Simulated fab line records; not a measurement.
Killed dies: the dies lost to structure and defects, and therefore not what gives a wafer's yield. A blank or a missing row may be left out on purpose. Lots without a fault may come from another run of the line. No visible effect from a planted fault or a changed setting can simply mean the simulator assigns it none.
Matching of chambers -- flow n5-finfet -- rie-diel-06 running N5_BEOL_M0_SAQP_DESCUM_45: 4 sister chambers
The step chemistry O2, time 7 s. 14 wafers are shown with their chamber, then 7 later ones without.

== WAFERS WITH THEIR CHAMBER ==
wafer,chamber,drypump-motor-current-A (A),throttle-valve-pct (%),oes-product-au (a.u.)
L074.2,2,5.31,20.87,0.69
L074.3,1,5.65,20.49,0.76
L074.5,0,5.57,20.20,0.90
L085.3,3,5.85,20.27,0.78
L085.4,1,5.64,20.54,0.75
L085.5,3,5.85,20.28,0.78
L087.3,0,5.56,20.21,0.86
L087.4,3,5.84,20.29,0.78
L087.6,1,5.65,20.55,0.75
L090.1,0,5.57,20.23,0.86
L090.2,3,5.88,20.29,0.76
L090.4,0,5.57,20.23,0.86
L091.4,3,5.87,20.29,0.77
L091.5,3,5.89,20.29,0.77

SIGNATURES (averages over the wafers above)
reading,chamber 0,chamber 1,chamber 2,chamber 3,scatter within a chamber
drypump-motor-current-A,5.5675,5.6467,5.3100,5.8633,0.0144
throttle-valve-pct,20.2175,20.5267,20.8700,20.2850,0.0176
oes-product-au,0.8700,0.7533,0.6900,0.7733,0.0126
Rule: distance of a wafer from a chamber = root of the sum over the readings of ((wafer's reading minus chamber's mean) / reading's scatter) squared. If the next closest chamber is less than 2 further off than the closest, the wafer can't be placed; otherwise it belongs to the closest. How the scatter is found: for the shown wafers, subtract from each reading the mean of its chamber, square and add these, divide the total by (wafers less chambers), then take the root.

== WAFERS WITHOUT THEIR CHAMBER ==
wafer,drypump-motor-current-A (A),throttle-valve-pct (%),oes-product-au (a.u.)
L091.6,5.33,20.46,0.98
L094.1,5.63,20.56,0.73
L094.3,5.89,20.30,0.76
L094.5,5.86,20.29,0.77
L097.2,5.55,20.28,0.84
L097.3,5.85,20.33,0.77
L097.5,5.34,20.48,0.92

== WHICH CHAMBER EACH ONE RAN IN ==
wafer,from the rows above,in truth
L091.6,0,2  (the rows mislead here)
L094.1,1,1
L094.3,3,3
L094.5,3,3
L097.2,0,0
L097.3,3,3
L097.5,0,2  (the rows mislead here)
Correct placement for 5 of the 7. Not placeable from these rows: 0. Placed wrongly: 2.
